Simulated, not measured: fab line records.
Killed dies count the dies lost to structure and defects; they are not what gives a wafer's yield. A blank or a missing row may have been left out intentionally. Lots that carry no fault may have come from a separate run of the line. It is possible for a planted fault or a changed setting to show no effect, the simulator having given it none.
Split-lot study || flow n5Finfet || route with 1938 steps; 7 lots, 21 wafers read

## ABOUT THE SPLIT
At N5_BEOL_M3_TRENCH_ETCH_37 (etches SiOC in C4F6/O2, target depth 55.555 nm, time 29.2 s), the setting sourceW was moved away from the recipe's 355 W on 6 of the 21 wafers read, by -14.1% to +15.5%. For the rest of the wafers, this setting stayed at what the recipe calls for.

The split's own step is where the reading is taken.

## THE READING
rfVppV, in V, at N5_BEOL_M3_TRENCH_ETCH_37 (etches SiOC in C4F6/O2, target depth 55.555 nm, time 29.2 s). Fault-free wafers of this fab line usually give 663 V, standard deviation 15 V.

{"wafer": "L077.2", "tool, chamber at the split": "rieDiel-01, 0", "sourceW as run, W": 323.4, "against the recipe": "-8.9%", "rfVppV, V": 686, "against lot-mates on the recipe": "+32"}
{"wafer": "L077.4", "tool, chamber at the split": "rieDiel-01, 2", "sourceW as run, W": 323.4, "against the recipe": "-8.9%", "rfVppV, V": 683, "against lot-mates on the recipe": "+29"}
{"wafer": "L077.6", "tool, chamber at the split": "rieDiel-01, 0", "sourceW as run, W": 355, "against the recipe": "recipe", "rfVppV, V": 654, "against lot-mates on the recipe": "-"}
{"wafer": "L084.2", "tool, chamber at the split": "rieDiel-03, 1", "sourceW as run, W": 400.8, "against the recipe": "+12.9%", "rfVppV, V": 618, "against lot-mates on the recipe": -38}
{"wafer": "L084.3", "tool, chamber at the split": "rieDiel-03, 3", "sourceW as run, W": 355, "against the recipe": "recipe", "rfVppV, V": 656, "against lot-mates on the recipe": "-"}
{"wafer": "L084.5", "tool, chamber at the split": "rieDiel-03, 3", "sourceW as run, W": 355, "against the recipe": "recipe", "rfVppV, V": 657, "against lot-mates on the recipe": "-"}
{"wafer": "L089.1", "tool, chamber at the split": "rieDiel-06, 2", "sourceW as run, W": 355, "against the recipe": "recipe", "rfVppV, V": 675, "against lot-mates on the recipe": "-"}
{"wafer": "L089.4", "tool, chamber at the split": "rieDiel-06, 0", "sourceW as run, W": 305.1, "against the recipe": "-14.1%", "rfVppV, V": 723, "against lot-mates on the recipe": "+48"}
{"wafer": "L089.6", "tool, chamber at the split": "rieDiel-06, 0", "sourceW as run, W": 305.1, "against the recipe": "-14.1%", "rfVppV, V": 722, "against lot-mates on the recipe": "+47"}
{"wafer": "L090.4", "tool, chamber at the split": "rieDiel-03, 0", "sourceW as run, W": 355, "against the recipe": "recipe", "rfVppV, V": 688, "against lot-mates on the recipe": "-"}
{"wafer": "L090.5", "tool, chamber at the split": "rieDiel-03, 1", "sourceW as run, W": 355, "against the recipe": "recipe", "rfVppV, V": 656, "against lot-mates on the recipe": "-"}
{"wafer": "L090.6", "tool, chamber at the split": "rieDiel-03, 0", "sourceW as run, W": 355, "against the recipe": "recipe", "rfVppV, V": 686, "against lot-mates on the recipe": "-"}
{"wafer": "L093.1", "tool, chamber at the split": "rieDiel-03, 2", "sourceW as run, W": 355, "against the recipe": "recipe", "rfVppV, V": 670, "against lot-mates on the recipe": "-"}
{"wafer": "L093.3", "tool, chamber at the split": "rieDiel-03, 1", "sourceW as run, W": 355, "against the recipe": "recipe", "rfVppV, V": 657, "against lot-mates on the recipe": "-"}
{"wafer": "L093.6", "tool, chamber at the split": "rieDiel-03, 1", "sourceW as run, W": 355, "against the recipe": "recipe", "rfVppV, V": 656, "against lot-mates on the recipe": "-"}
{"wafer": "L092.1", "tool, chamber at the split": "rieDiel-01, 2", "sourceW as run, W": 355, "against the recipe": "recipe", "rfVppV, V": 653, "against lot-mates on the recipe": "-"}
{"wafer": "L092.3", "tool, chamber at the split": "rieDiel-01, 1", "sourceW as run, W": 355, "against the recipe": "recipe", "rfVppV, V": 658, "against lot-mates on the recipe": "-"}
{"wafer": "L092.4", "tool, chamber at the split": "rieDiel-01, 0", "sourceW as run, W": 355, "against the recipe": "recipe", "rfVppV, V": 653, "against lot-mates on the recipe": "-"}
{"wafer": "L096.2", "tool, chamber at the split": "rieDiel-01, 3", "sourceW as run, W": 355, "against the recipe": "recipe", "rfVppV, V": 655, "against lot-mates on the recipe": "-"}
{"wafer": "L096.3", "tool, chamber at the split": "rieDiel-01, 0", "sourceW as run, W": 355, "against the recipe": "recipe", "rfVppV, V": 653, "against lot-mates on the recipe": "-"}
{"wafer": "L096.6", "tool, chamber at the split": "rieDiel-01, 0", "sourceW as run, W": 409.9, "against the recipe": "+15.5%", "rfVppV, V": 608, "against lot-mates on the recipe": -46}

FIT RESULTS
A straight line over all 21 wafers: rfVppV changes by -3.65 V for each +1% of sourceW; r = -0.92; the points scatter about the line by 11 V.
The same after taking each lot's own level away (the mean of its wafers on the recipe; 21 wafers): -3.2 V for each +1%; r = -0.96; scatter 6.6 V.
That fit puts the effect of the largest move of sourceW on the reading at 50 V.
From 654.0 to 676.7 V: that is the span of the lots' own levels, equal to 1.5 times the standard deviation above.
In other words, the slope is changed by the lot-to-lot level; the two fits disagree.
Check: -50.2 V against its lot-mates is what the line predicts for one of the wafers moved furthest among these (+15.5%) when that wafer is left out of the fit. It came out at -46 V against them.
Tool readings at the split's step, against how far the setting was moved: rfVppV r = -0.92.

## FILE'S OWN FIT
rfVppV changes by -3.16 V for each +1% of sourceW, r = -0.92.
